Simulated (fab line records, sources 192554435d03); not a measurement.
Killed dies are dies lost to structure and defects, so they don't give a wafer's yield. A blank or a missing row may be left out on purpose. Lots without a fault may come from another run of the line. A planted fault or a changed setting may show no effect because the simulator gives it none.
A struck lot beside a sound one | flow n5_finfet | 37 steps out of a route of 1938
Sound: wafers L927.2, L927.4, L927.5. Struck: wafers L929.2, L929.4. (L929.1 of the same lot was not struck and is left out.) The cause comes at the end.
At each step with rows: each side's tool, then ch and its chambers, then its first start. Under that, the readings that differ: sound wafers | struck wafers | difference of the means | sigmas: that difference in standard deviations of wafers without a fault.
alike: readings whose means differ by less than 2 such deviations, and words and numbers that are the same on both sides. not compared: withheld readings, readings that some wafer has no value for, bounds like >300 that may hide the same value, and numbers for which the record gives no deviation and whose values overlap.
The two part at a step that has a row with sigmas, a row that says differs or no value, or rows on one side only. Numbers that don't overlap but have no deviation are shown without sigmas and don't part them. A reading that every wafer of one side lacks parts them only if that side has two wafers or more.

first, 9 steps without rows for these wafers: N5_BEOL_M11_ALD_74 (deposits TaN, target thk 2 nm, pulse time 2 s, purge time 3 s); N5_BEOL_M11_SURFACE_TREAT_76; N5_BEOL_M11_CVD_75 (deposits Co from CCTBA/H2, target thk 2 nm, time 138.9 s); N5_BEOL_M11_SPUTTER_48 (material Cu, target thk 12 nm, time 2 s); N5_BEOL_M11_ECD_50 (material Cu, target thk 318 nm); N5_BEOL_M11_ANNEAL_51 (time 90 s); N5_BEOL_M11_CMP_52 (polishes, stops on SiCOH lowk, t overpolish 7 s, target thk 140 nm); N5_BEOL_M11_PRE_CLEAN_55 (time 15 s); N5_BEOL_M11_DEP_56 (deposits SiCN from 3MS/NH3, target thk 30 nm, time 10.5 s).
N5_BEOL_M12_ILD_DEP_00: deposits SiOC from DEMS/O2, target thk 658.92 nm, time 130.7 s.
  sound on pecvd-04 ch 0,1, day 12 23:22; struck on pecvd-04 ch 0,1, day 13 09:53
  reading                                       | sound             | struck      | difference | sigmas
  run_length_s (s)                              | 174.5 175.3 176.4 | 238.6 239.6 | +63.7      | +99 or more
  model.SiOC_of_BEOL_M12_ILD_DEP_00.thk_nm (nm) | 651.2 661.8 660   | 962.4 981.2 | +314.1     |
  alike: heater_power_w, rf_fwd_power_W, showerhead_plenum_p_Torr, throttle_valve_pct
  not compared: since_wet_clean_h
N5_BEOL_M12_THK_MEAS_01:
  sound on film_metro-01, day 12 23:29; struck on film_metro-01, day 13 10:01
  reading          | sound       | struck  | difference | sigmas
  M12_ILD_THK (nm) | 651 662 660 | 962 982 | +314       | +40
then, 10 steps without rows for these wafers: N5_BEOL_M12_COAT_58 (time 60 s, resist thk 89 nm); N5_BEOL_M12_COAT_04 (resist thk 400 nm); N5_BEOL_M12_EBR_06; N5_BEOL_M12_SOFTBAKE_05 (time 60 s); N5_BEOL_M12_EXPOSE_07 (exposes mask V11); N5_BEOL_M12_PEB_08 (peb time 90 s); N5_BEOL_M12_DEVELOP_09 (develop time 45 s); N5_BEOL_M12_HARDBAKE_14 (time 120 s); N5_BEOL_M12_DESCUM_15 (chemistry O2, time 7.9 s); N5_BEOL_M12_ETCH_59 (etches BARC in N2/H2, target depth 89 nm, overetch 26.7 nm, time 67.9 s).
N5_BEOL_M12_VIA_ETCH_16: etches SiOC in C4F8/O2/Ar, target depth 724.8 nm.
  sound on rie_diel-01 ch 0,1, day 13 00:05; struck on rie_diel-01 ch 0,3, day 13 10:46
  reading                                    | sound           | struck      | difference                    | sigmas
  rf_fwd_power_W (W)                         | 2997 2982 2993  | - -         | no value on the struck wafers |
  model.etch.depth_nm (nm)                   | 651.1 661.7 660 | 962.4 981.3 | +314.2                        |
  model.coat_of_BEOL_M12_COAT_04.thk_nm (nm) | 128.6 124 123.4 | 35.2 28.4   | -93.5                         |
  alike: drypump_motor_current_A, he_outer_torr, oes_product_au, rf_vpp_V, showerhead_plenum_p_Torr, throttle_valve_pct
N5_BEOL_M12_STRIP_63: strips in N2/H2.
  sound on plasma_asher-01 ch 0,1, day 13 00:17; struck on plasma_asher-01 ch 0,1, day 13 10:58
  reading                      | sound             | struck      | difference | sigmas
  oes_product_au (a.u.)        | 0.705 0.685 0.691 | 0.642 0.636 | -0.055     | -12
  strip_time_to_endpoint_s (s) | 44.0 42.8 42.6    | 16.8 14.5   | -27.5      | -39
  alike: drypump_motor_current_A, heater_power_w, n2_flow_sccm
  not compared: rf_hours_counter_h
then, 12 steps without rows for these wafers: N5_BEOL_M12_STRIP_64 (strips in N2/H2); N5_BEOL_M12_STRIP_71 (strips in post etch residue remover, time 60 s); N5_BEOL_M12_SRD_72 (time 30 s, dry time 30 s); N5_BEOL_M12_COAT_65 (time 60 s, resist thk 300 nm); N5_BEOL_M12_COAT_66 (time 60 s, resist thk 110 nm); N5_BEOL_M12_COAT_22 (resist thk 300 nm); N5_BEOL_M12_EBR_24; N5_BEOL_M12_SOFTBAKE_23 (time 60 s); N5_BEOL_M12_EXPOSE_25 (exposes mask M12); N5_BEOL_M12_PEB_26 (peb time 90 s); N5_BEOL_M12_DEVELOP_27 (develop time 45 s); N5_BEOL_M12_HARDBAKE_32 (time 120 s).
N5_BEOL_M12_CMP_49: polishes, stops on SiOC, t overpolish 20.6 s, target thk 320 nm.
  sound on cmp-01 ch 0,2,3, day 13 05:14; struck on cmp-04 ch 1,3, day 13 14:43
  reading                                       | sound           | struck      | difference | sigmas
  model.SiOC_of_BEOL_M12_ILD_DEP_00.thk_nm (nm) | 593.4 601.6 601 | 902.8 922.4 | +313.9     |
  alike: clearing_platen_rpm, motor_current_A
N5_PASSIVATION_PROBE_49:
  sound on prober-01, day 14 09:31; struck on prober-02, day 15 00:29
  alike: defect_limited_yield, killed_at_M0_to_M3, killed_at_M4_up, killed_at_contacts, killed_at_front_end, killed_at_other, killed_dies, killed_open, killed_short, sort_bin_5_function, sort_bin_6_memory, sort_n_pass, sort_yield_pct

WHERE THEY PART
First at N5_BEOL_M12_ILD_DEP_00; last, within this record, at N5_BEOL_M12_STRIP_63. Later steps at which nothing parts them and some readings are alike: N5_BEOL_M12_CMP_49, N5_PASSIVATION_PROBE_49.

WHY: what the simulator had put in
Process parameter drift: pecvd-04, from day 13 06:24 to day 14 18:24, at N5_BEOL_M12_ILD_DEP_00. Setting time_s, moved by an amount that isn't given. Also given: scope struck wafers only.
